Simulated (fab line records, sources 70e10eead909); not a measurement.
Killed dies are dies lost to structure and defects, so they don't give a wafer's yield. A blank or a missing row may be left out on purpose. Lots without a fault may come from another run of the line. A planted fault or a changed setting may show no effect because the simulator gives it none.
fab line records | flow nand_harc | part 1 of 2: steps 1 to 4 of 6
record lots=22 wafers=66 last_day=34
route steps=1302 shown A_STAIRCASE@715
lots that met no fault: from a run of the same line without faults
start_h: hours from the record's first day to the start of the lot's first wafer shown | wait_h: hours since the lot's step before | " the same as in the row above | L1.1+2: a row that stands for several wafers | - no value, or no start given | * or withheld: withheld | < > ~ a bound
route shown NAME@n: a module of which the file shows steps, and the number in the route of the first | usual: mean/standard deviation of fault-free wafers | same: alike in all rows | chamber/n: place in a boat | sites: the reading at each site | _std_site: their standard deviation | _edge_site: outer sites' mean less inner sites' | radius_mm: how far each site lies from the wafer's centre | mask NAME#n: copy n | behind: the tool/chamber that last shaped the wafer | hold: why the lot was held/for how many hours/how that ended | device: the transistor (n, p or np) that didn't switch | end of line: the same wafers' tests at the end of the route | a step without rows: its recipe alone | killed: dies lost to structure and defects at the first sort, not the wafer's yield | map: a wafer's dies, x killed, . not, _ none there
set.NAME: the setting as run; set.NAME@STEP: as run at that earlier step | model.NAME: the simulator's own value behind a step, which no gauge read
steps of the route over a sample of lots; a table a step, a row a wafer
services: from which hour (start_h, from the record's first day; less than 0 if before it) a tool's chamber was out of use, for how many hours, and why
## steps
# step NHARC_A_STAIRCASE_ETCH_201
# recipe target_depth_a=1000 time_s=40.5 ion_energy_ev=400 c4f8_flow_sccm=20 o2_flow_sccm=10 ar_flow_sccm=withheld rf_w=600 bias_w=1000 chemistry=C4F8/O2
# usual oes_product_au=0.948/0.013 rf_vpp_V=897/4.7
# columns lot.wafer tool chamber start_h wait_h oes_product_au rf_hours_counter_h rf_vpp_V
L075.3 rie_diel-11 1 - - 0.956 32 894
L075.2 " 2 " " 0.969 33 899
L075.5 " 0 " " 0.938 - 897
L076.2 rie_diel-08 3 - - 0.933 53 893
L076.1 " 0 " " 0.936 57 898
L076.5 " 2 " " 0.941 - 893
L074.4 rie_diel-01 0 - - 0.940 47 887
L074.3 " 1 " " 0.934 54 899
L074.5 " 2 " " 0.953 - 888
L077.4 rie_diel-08 0 - - 0.958 1 898
L077.2 " 1 " " 0.937 2 901
L077.6 " 1 " " 0.950 - 901
L078.1 rie_diel-11 3 - - 0.959 45 903
L078.2 " 2 " " 0.943 45 899
L078.4 " 0 " " 0.930 - 899
L080.2 rie_diel-11 0 - - 0.953 45 897
L080.1 " 2 " " 0.946 49 900
L080.4 " 3 " " 0.950 49 904
L079.2 rie_diel-11 2 - - 0.947 52 898
L079.5 " 2 " " 0.942 - 899
L079.6 " 3 " " 0.951 - 902
L084.1 rie_diel-01 2 - - 0.928 14 888
L084.3 " 1 " " 0.940 21 897
L084.5 " 3 " " 0.933 - 891
L081.4 rie_diel-08 0 - - 0.940 15 898
L081.2 " 1 " " 0.932 20 900
L081.1 " 2 " " 0.928 19 893
L083.3 rie_diel-11 0 - - 0.951 8 896
L083.1 " 2 " " 0.957 8 899
L083.4 " 3 " " 0.930 10 902
L085.3 rie_diel-11 2 - - 0.947 11 900
L085.4 " 3 " " 0.948 13 903
L085.5 " 1 " " 0.932 - 893
L086.1 rie_diel-01 1 - - 0.963 32 897
L086.5 " 1 " " 0.961 - 897
L086.6 " 2 " " 0.965 - 887
L088.4 rie_diel-08 0 - - 0.936 34 896
L088.1 " 1 " " 0.939 36 900
L088.6 " 0 " " 0.951 - 897
L087.4 rie_diel-01 1 - - 0.985 37 898
L087.1 " 3 " " 0.936 31 892
L087.6 " 1 " " 0.978 - 896
L090.3 rie_diel-01 0 - - 0.918 45 906
L090.1 " 1 " " 0.939 46 896
L090.6 " 0 " " 0.929 - 906
L091.2 rie_diel-01 0 - - 0.953 45 906
L091.3 " 2 " " 0.959 40 889
L091.1 " 3 " " 0.939 40 892
L092.3 rie_diel-11 2 - - 0.969 25 899
L092.4 " 0 " " 0.949 28 897
L092.6 " 1 " " 0.947 - 895
L093.4 rie_diel-11 0 - - 0.957 33 897
L093.2 " 2 " " 0.951 33 898
L093.5 " 0 " " 0.946 - 894
L094.4 rie_diel-11 0 - - 0.954 34 896
L094.1 " 1 " " 0.949 31 895
L094.3 " 2 " " 0.947 33 899
L097.2 rie_diel-11 2 - - 0.955 39 899
L097.1 " 3 " " 0.969 43 903
L097.5 " 0 " " 0.960 - 895
L096.1 rie_diel-01 1 - - 0.966 3 897
L096.3 " 2 " " 0.970 4 906
L096.6 " 1 " " 0.959 - 897
L095.4 rie_diel-08 2 - - 0.953 9 893
L095.3 " 3 " " 0.959 9 892
L095.6 " 1 " " 0.953 - 899
# step NHARC_A_STAIRCASE_TRIM_220
# recipe time_s=211.2 o2_flow_sccm=500 ar_flow_sccm=0 bias_w=0 chemistry=O2
# usual drypump_motor_current_A=5.7/0.43 mfc_ar_sccm=0.005/0.0076 oes_product_au=1.006/0.01 rf_vpp_V=57.7/0.83 showerhead_plenum_p_Torr=3.54/0.13 throttle_valve_pct=17.037/0.0083
# columns lot.wafer tool chamber start_h wait_h drypump_motor_current_A mfc_ar_sccm oes_product_au rf_hours_counter_h rf_vpp_V showerhead_plenum_p_Torr throttle_valve_pct
L075.2 rie_diel-08 3 364.82 0.1 5.8 0 0.991 53 58.4 3.49 17.025
L075.3 " 0 " " 5.4 0.009 0.993 57 58.3 3.59 17.046
L075.5 " 2 " " 5.6 0 0.993 - 57.8 3.47 17.029
L076.1 rie_diel-11 2 365.73 0.1 5.4 0 1.007 33 57.4 3.63 17.029
L076.2 " 3 " " 5.2 0.016 1.023 31 57.1 3.72 17.025
L076.5 " 3 " " 5.3 0.016 1.014 - 57.2 3.72 17.026
L074.3 rie_diel-01 0 379.40 0.8 5.4 0.018 1.000 49 56.9 3.26 17.052
L074.4 " 3 " " 5.7 0 0.993 52 58.3 3.42 17.033
L074.5 " 0 " " 5.4 0.018 1.005 - 57.6 3.26 17.040
L077.2 rie_diel-11 0 387.57 0.1 6.7 0 0.999 39 57.3 3.56 17.031
L077.4 " 0 " " 6.7 0 0.995 - 58.6 3.56 17.034
L077.6 " 3 " " 5.3 0.016 1.014 - 57.4 3.72 17.056
L078.1 rie_diel-11 2 391.15 0.1 5.4 0 1.024 46 58.8 3.63 17.050
L078.2 " 3 " " 5.2 0.016 1.030 45 59.8 3.72 17.020
L078.4 " 0 " " 6.7 0 1.007 - 56.8 3.56 17.050
L080.1 rie_diel-08 2 408.70 0.2 5.6 0 0.985 8 56.9 3.46 17.045
L080.2 " 1 " " 5.6 0.018 0.990 8 58.9 3.65 17.035
L080.4 " 2 " " 5.6 0 0.983 - 57.0 3.46 17.036
L079.2 rie_diel-11 2 413.98 0.1 5.4 0 1.010 52 57.8 3.62 17.048
L079.5 " 3 " " 5.3 0.016 1.014 - 56.3 3.71 17.023
L079.6 " 0 " " 6.6 0 1.011 - 58.6 3.56 17.031
L084.1 rie_diel-08 0 450.37 0.1 5.4 0.009 1.013 14 58.9 3.57 17.045
L084.3 " 1 " " 5.6 0.018 0.998 18 57.1 3.64 17.048
L084.5 " 0 " " 5.4 0.009 1.006 - 59.1 3.57 17.026
L081.1 rie_diel-08 2 455.05 0.4 5.6 0 0.998 21 58.2 3.45 17.032
L081.4 " 0 " " 5.4 0.009 1.016 17 58.2 3.57 17.043
L081.2 " 1 " " 5.6 0.018 1.006 22 58.0 3.64 17.031
L083.1 rie_diel-11 1 463.21 0.3 5.1 0 1.006 7 58.5 3.49 17.047
L083.4 " 2 " " 5.4 0 1.020 9 56.3 3.62 17.025
L083.3 " 3 " " 5.3 0.016 1.010 10 57.7 3.70 17.046
L085.4 rie_diel-01 3 472.86 0.1 5.7 0 0.984 28 56.8 3.41 17.041
L085.3 " 1 " " 5.9 0 1.013 33 57.0 3.56 17.031
L085.5 " 0 " " 5.4 0.018 1.003 - 59.4 3.79 17.048
L086.1 rie_diel-08 2 474.03 0.1 5.6 0 0.998 31 57.0 3.45 17.021
L086.6 " 0 " " 5.4 0.009 1.022 - 57.0 3.57 17.046
L086.5 " 1 " " 5.6 0.018 1.014 - 57.3 3.64 17.019
L088.4 rie_diel-08 3 497.11 0.1 5.9 0 1.005 42 58.3 3.46 17.036
L088.1 " 0 " " 5.4 0.009 1.001 34 57.0 3.56 17.047
L088.6 " 2 " " 5.6 0 0.997 - 57.7 3.44 17.043
L087.4 rie_diel-08 2 498.24 0.1 5.6 0 1.004 42 57.8 3.44 17.021
L087.1 " 1 " " 5.6 0.018 1.010 37 57.3 3.63 17.051
L087.6 " 2 " " 5.6 0 1.001 - 57.5 3.44 17.050
L090.1 rie_diel-01 1 522.90 0.1 5.9 0 1.005 47 57.2 3.55 17.036
L090.3 " 3 " " 5.7 0 1.005 41 57.3 3.40 17.044
L090.6 " 0 " " 5.5 0.018 1.006 - 58.4 3.78 17.037
L091.2 rie_diel-01 1 523.87 0.1 5.9 0 1.010 48 58.9 3.55 17.052
L091.1 " 3 " " 5.7 0 0.999 41 58.2 3.40 17.033
L091.3 " 0 " " 5.4 0.018 1.016 46 58.3 3.78 17.035
L092.4 rie_diel-11 2 530.97 0.1 5.4 0 1.004 25 57.1 3.61 17.045
L092.3 " 3 " " 5.2 0.016 0.993 27 59.1 3.69 17.036
L092.6 " 1 " " 5.1 0 0.991 - 57.5 3.48 17.036
L093.2 rie_diel-01 1 549.03 0.1 5.9 0 1.011 57 57.6 3.54 17.031
L093.4 " 3 " " 5.7 0 0.995 49 58.1 3.39 17.036
L093.5 " 1 " " 5.9 0 1.009 - 56.7 3.54 17.039
L094.4 rie_diel-11 1 551.96 0.1 5.1 0 0.991 31 57.4 3.48 17.035
L094.1 " 2 " " 5.4 0 1.013 34 56.1 3.60 17.044
L094.3 " 3 " " 5.3 0.016 1.015 34 57.3 3.69 17.032
L097.1 rie_diel-11 3 583.17 0.1 5.2 0.016 1.008 43 56.7 3.69 17.022
L097.2 " 0 " " 6.7 0 1.016 43 56.4 3.53 17.029
L097.5 " 2 " " 5.4 0 1.010 - 57.8 3.60 17.037
L096.3 rie_diel-08 1 583.64 0.1 5.6 0.018 0.998 10 57.9 3.62 17.044
L096.1 " 3 " " 5.9 0 1.000 7 57.6 3.45 17.039
L096.6 " 2 " " 5.6 0 1.008 - 58.1 3.43 17.035
L095.3 rie_diel-11 1 591.02 0.2 5.1 0 0.986 43 58.3 3.47 17.046
L095.4 " 2 " " 5.4 0 1.004 44 59.3 3.60 17.036
L095.6 " 1 " " 5.1 0 1.003 - 57.0 3.47 17.043
# step NHARC_A_STAIRCASE_TRIM_231
# recipe time_s=211.2 o2_flow_sccm=500 ar_flow_sccm=0 bias_w=0 chemistry=O2
# usual drypump_motor_current_A=5.7/0.42 mfc_ar_sccm=0.005/0.0077 oes_product_au=1.005/0.01 rf_vpp_V=57.8/0.89 showerhead_plenum_p_Torr=3.55/0.14 throttle_valve_pct=17.036/0.0094
# columns lot.wafer tool chamber start_h wait_h drypump_motor_current_A mfc_ar_sccm oes_product_au rf_hours_counter_h rf_vpp_V showerhead_plenum_p_Torr throttle_valve_pct
L075.2 rie_diel-11 3 - - 5.3 0.016 1.021 31 58.6 3.72 17.039
L075.3 " 1 " " 5.1 0 1.009 32 58.4 3.50 17.019
L075.5 " 3 " " 5.2 0.016 1.019 - 57.7 3.72 17.047
L076.1 rie_diel-08 1 - - 5.6 0.018 0.996 58 59.5 3.66 17.034
L076.2 " 0 " " 5.4 0.009 0.995 57 58.4 3.59 17.038
L076.5 " 2 " " 5.6 0 1.000 - 57.6 3.47 17.036
L074.3 rie_diel-01 0 - - 5.4 0.018 1.005 49 57.3 3.26 17.028
L074.4 " 3 " " 5.7 0 0.990 52 56.3 3.42 17.031
L074.5 " 0 " " 5.4 0.018 0.999 - 56.4 3.26 17.042
L077.2 rie_diel-11 2 - - 5.4 0 1.015 45 58.7 3.63 17.031
L077.6 " 2 " " 5.4 0 1.013 - 58.1 3.63 17.027
L077.4 " 3 " " 5.2 0.016 1.022 - 57.8 3.72 17.035
L078.4 rie_diel-08 1 - - 5.6 0.018 0.989 4 57.4 3.65 17.049
L078.1 " 2 " " 5.6 0 0.978 4 59.0 3.47 17.044
L078.2 " 3 " " 5.8 0 1.007 4 57.2 3.48 17.046
L080.1 rie_diel-08 2 - - 5.6 0 0.998 9 57.5 3.46 17.035
L080.2 " 1 " " 5.6 0.018 0.996 9 57.0 3.65 17.031
L080.4 " 2 " " 5.6 0 0.986 - 57.9 3.46 17.044
L079.2 rie_diel-01 1 - - 5.9 0 1.034 10 55.9 3.57 17.036
L079.5 " 1 " " 5.9 0 1.018 - 58.4 3.57 17.035
L079.6 " 2 " " 6.2 0 1.027 - 56.6 3.31 17.028
L084.3 rie_diel-08 2 - - 5.6 0 0.995 19 57.3 3.46 17.041
L084.1 " 3 " " 5.8 0 1.013 20 56.6 3.48 17.053
L084.5 " 2 " " 5.6 0 0.994 - 59.6 3.46 17.056
L081.1 rie_diel-08 1 - - 5.6 0.018 1.009 22 57.0 3.64 17.023
L081.4 " 2 " " 5.6 0 0.996 22 57.3 3.45 17.035
L081.2 " 3 " " 5.8 0 1.007 23 58.7 3.47 17.027
L083.4 rie_diel-01 3 - - 5.7 0 0.983 25 58.2 3.41 17.027
L083.1 " 1 " " 5.9 0 1.008 30 57.8 3.56 17.021
L083.3 " 2 " " 6.2 0 1.015 22 56.5 3.30 17.042
L085.3 rie_diel-01 1 - - 5.9 0 1.011 33 58.6 3.56 17.056
L085.4 " 3 " " 5.7 0 0.993 28 56.8 3.40 17.026
L085.5 " 0 " " 5.4 0.018 1.003 - 59.3 3.79 17.044
L086.1 rie_diel-08 3 - - 5.8 0 0.999 31 58.6 3.47 17.033
L086.6 " 3 " " 5.9 0 1.019 - 57.3 3.47 17.039
L086.5 " 0 " " 5.4 0.009 1.006 - 57.4 3.57 17.038
L088.1 rie_diel-11 1 - - 5.1 0 0.993 14 57.9 3.49 17.019
L088.4 " 2 " " 5.4 0 1.008 16 58.9 3.61 17.031
L088.6 " 3 " " 5.2 0.016 1.001 - 57.5 3.70 17.036
L087.4 rie_diel-11 2 - - 5.4 0 1.010 17 59.9 3.61 17.038
L087.1 " 1 " " 5.1 0 1.006 14 57.6 3.49 17.029
L087.6 " 3 " " 5.2 0.016 1.007 - 59.1 3.70 17.039
L090.3 rie_diel-01 1 - - 5.9 0 1.007 48 56.9 3.55 17.038
L090.1 " 2 " " 6.2 0 1.014 42 56.8 3.29 17.034
L090.6 " 1 " " 5.9 0 1.008 - 57.5 3.55 17.046
L091.2 rie_diel-11 0 - - 6.6 0 1.022 27 58.5 3.54 17.023
L091.1 " 1 " " 5.1 0 0.997 23 56.5 3.48 17.038
L091.3 " 3 " " 5.2 0.016 1.007 26 57.7 3.70 17.031
L092.4 rie_diel-01 2 - - 6.2 0 1.007 44 56.8 3.29 17.033
L092.3 " 3 " " 5.7 0 0.990 44 57.6 3.40 17.045
L092.6 " 2 " " 6.2 0 1.024 - 58.4 3.29 17.033
L093.4 rie_diel-01 1 - - 5.9 0 0.991 58 57.9 3.54 17.006
L093.2 " 2 " " 6.2 0 1.008 50 57.1 3.28 17.027
L093.5 " 1 " " 5.9 0 1.009 - 57.9 3.54 17.044
L094.4 rie_diel-11 3 - - 5.3 0.016 1.005 35 58.7 3.69 17.033
L094.3 " 0 " " 6.7 0 1.005 35 57.4 3.54 17.039
L094.1 " 1 " " 5.1 0 0.988 32 58.5 3.48 17.020
L097.1 rie_diel-01 1 - - 5.9 0 1.012 4 58.4 3.54 17.042
L097.2 " 3 " " 5.7 0 1.004 6 57.0 3.39 17.036
L097.5 " 1 " " 5.9 0 1.005 - 56.3 3.54 17.020
L096.3 rie_diel-11 3 - - 5.3 0.016 1.015 44 56.7 3.68 17.041
L096.1 " 2 " " 5.4 0 1.010 40 57.5 3.60 17.046
L096.6 " 0 " " 6.7 0 1.013 - 58.8 3.53 17.036
L095.4 rie_diel-08 3 - - 5.8 0 0.999 15 56.8 3.45 17.028
L095.3 " 0 " " 5.4 0.009 1.017 16 58.0 3.54 17.033
L095.6 " 2 " " 5.6 0 1.006 - 57.2 3.43 17.038
# step NHARC_A_STAIRCASE_TRIM_235
# recipe time_s=211.2 o2_flow_sccm=500 ar_flow_sccm=0 bias_w=0 chemistry=O2
# usual drypump_motor_current_A=5.7/0.43 mfc_ar_sccm=0.005/0.0073 oes_product_au=1.005/0.01 rf_vpp_V=57.8/0.93 showerhead_plenum_p_Torr=3.55/0.13 throttle_valve_pct=17.037/0.0092
# columns lot.wafer tool chamber start_h wait_h drypump_motor_current_A mfc_ar_sccm oes_product_au rf_hours_counter_h rf_vpp_V showerhead_plenum_p_Torr throttle_valve_pct
L075.3 rie_diel-11 0 - - 6.7 0 1.004 29 58.0 3.57 17.027
L075.2 " 2 " " 5.4 0 1.005 34 59.2 3.63 17.053
L075.5 " 1 " " 5.1 0 1.000 - 58.7 3.50 17.025
L076.1 rie_diel-08 1 - - 5.6 0.018 0.984 58 57.3 3.66 17.027
L076.2 " 3 " " 5.8 0 0.997 53 57.4 3.49 17.032
L076.5 " 2 " " 5.6 0 1.001 - 57.0 3.47 17.049
L074.3 rie_diel-11 2 - - 5.4 0 1.020 40 58.7 3.63 17.033
L074.4 " 0 " " 6.7 0 1.000 36 57.8 3.56 17.029
L074.5 " 3 " " 5.3 0.016 1.025 - 56.3 3.72 17.035
L077.2 rie_diel-11 3 - - 5.2 0.016 1.023 45 57.4 3.72 17.038
L077.4 " 2 " " 5.4 0 1.008 - 56.6 3.63 17.048
L077.6 " 3 " " 5.3 0.016 1.025 - 58.2 3.72 17.031
L078.2 rie_diel-08 0 - - 5.4 0.009 0.997 4 58.9 3.58 17.042
L078.4 " 1 " " 5.6 0.018 0.993 4 57.7 3.65 17.022
L078.1 " 2 " " 5.6 0 0.986 4 56.6 3.46 17.039
L080.2 rie_diel-08 3 - - 5.8 0 0.997 10 57.5 3.48 17.051
L080.1 " 1 " " 5.6 0.018 0.989 9 57.1 3.65 17.034
L080.4 " 2 " " 5.6 0 0.990 - 56.7 3.46 17.019
L079.2 rie_diel-01 3 - - 5.7 0 0.994 9 57.7 3.41 17.025
L079.6 " 1 " " 5.9 0 1.012 - 58.5 3.57 17.033
L079.5 " 2 " " 6.2 0 1.011 - 59.2 3.31 17.051
L084.3 rie_diel-08 3 - - 5.8 0 1.000 21 58.6 3.48 17.048
L084.1 " 1 " " 5.6 0.018 1.001 20 57.2 3.64 17.011
L084.5 " 3 " " 5.9 0 1.010 - 59.0 3.48 17.035
L081.4 rie_diel-08 3 - - 5.8 0 0.998 23 57.0 3.47 17.038
L081.1 " 0 " " 5.4 0.009 1.010 18 58.6 3.57 17.042
L081.2 " 1 " " 5.6 0.018 1.006 23 57.7 3.64 17.045
L083.3 rie_diel-01 0 - - 5.4 0.018 1.002 27 59.2 3.79 17.051
L083.1 " 1 " " 5.9 0 1.014 30 57.8 3.56 17.034
L083.4 " 2 " " 6.2 0 1.004 22 56.7 3.30 17.035
L085.4 rie_diel-01 1 - - 5.9 0 1.017 33 58.4 3.56 17.035
L085.3 " 2 " " 6.2 0 1.005 25 57.2 3.30 17.034
L085.5 " 3 " " 5.7 0 0.980 - 56.8 3.40 17.056
L086.1 rie_diel-08 2 - - 5.6 0 0.996 32 58.1 3.45 17.030
L086.5 " 3 " " 5.8 0 1.020 - 57.5 3.47 17.034
L086.6 " 0 " " 5.4 0.009 1.016 - 57.7 3.57 17.040
L088.1 rie_diel-11 2 - - 5.4 0 1.007 17 56.2 3.61 17.023
L088.4 " 0 " " 6.7 0 1.013 17 58.8 3.55 17.048
L088.6 " 2 " " 5.4 0 1.000 - 58.7 3.61 17.041
L087.4 rie_diel-11 0 - - 6.7 0 1.005 17 56.8 3.55 17.020
L087.1 " 1 " " 5.1 0 0.995 14 56.7 3.49 17.044
L087.6 " 1 " " 5.1 0 0.997 - 59.0 3.48 17.026
L090.1 rie_diel-01 3 - - 5.7 0 0.980 42 57.1 3.40 17.039
L090.3 " 2 " " 6.2 0 1.018 42 56.1 3.29 17.040
L090.6 " 3 " " 5.7 0 0.986 - 57.7 3.40 17.045
L091.1 rie_diel-11 2 - - 5.4 0 1.007 24 57.6 3.61 17.033
L091.2 " 0 " " 6.7 0 1.004 27 56.9 3.54 17.038
L091.3 " 1 " " 5.1 0 0.985 24 57.8 3.48 17.041
L092.4 rie_diel-01 2 - - 6.2 0 1.022 44 56.9 3.29 17.046
L092.3 " 1 " " 5.9 0 1.005 51 58.7 3.55 17.034
L092.6 " 3 " " 5.7 0 0.985 - 58.4 3.40 17.043
L093.4 rie_diel-01 1 - - 5.9 0 0.995 58 57.9 3.54 17.040
L093.2 " 0 " " 5.5 0.018 1.003 55 58.0 3.78 17.024
L093.5 " 2 " " 6.2 0 1.019 - 57.8 3.28 17.033
L094.4 rie_diel-11 0 - - 6.7 0 1.012 35 57.9 3.54 17.024
L094.1 " 1 " " 5.1 0 0.997 32 58.8 3.48 17.035
L094.3 " 3 " " 5.3 0.016 1.015 35 57.6 3.69 17.048
L097.2 rie_diel-01 0 - - 5.4 0.018 0.992 6 58.3 3.77 17.041
L097.1 " 2 " " 6.2 0 1.021 5 58.3 3.81 17.046
L097.5 " 0 " " 5.4 0.018 1.000 - 58.7 3.77 17.037
L096.3 rie_diel-11 0 - - 6.7 0 1.008 44 55.7 3.53 17.035
L096.1 " 1 " " 5.2 0 0.996 41 56.2 3.47 17.035
L096.6 " 2 " " 5.4 0 1.004 - 56.1 3.60 17.059
L095.3 rie_diel-08 3 - - 5.9 0 0.999 16 58.1 3.45 17.045
L095.4 " 0 " " 5.4 0.009 1.027 17 55.9 3.54 17.041
L095.6 " 2 " " 5.6 0 1.009 - 56.2 3.43 17.033
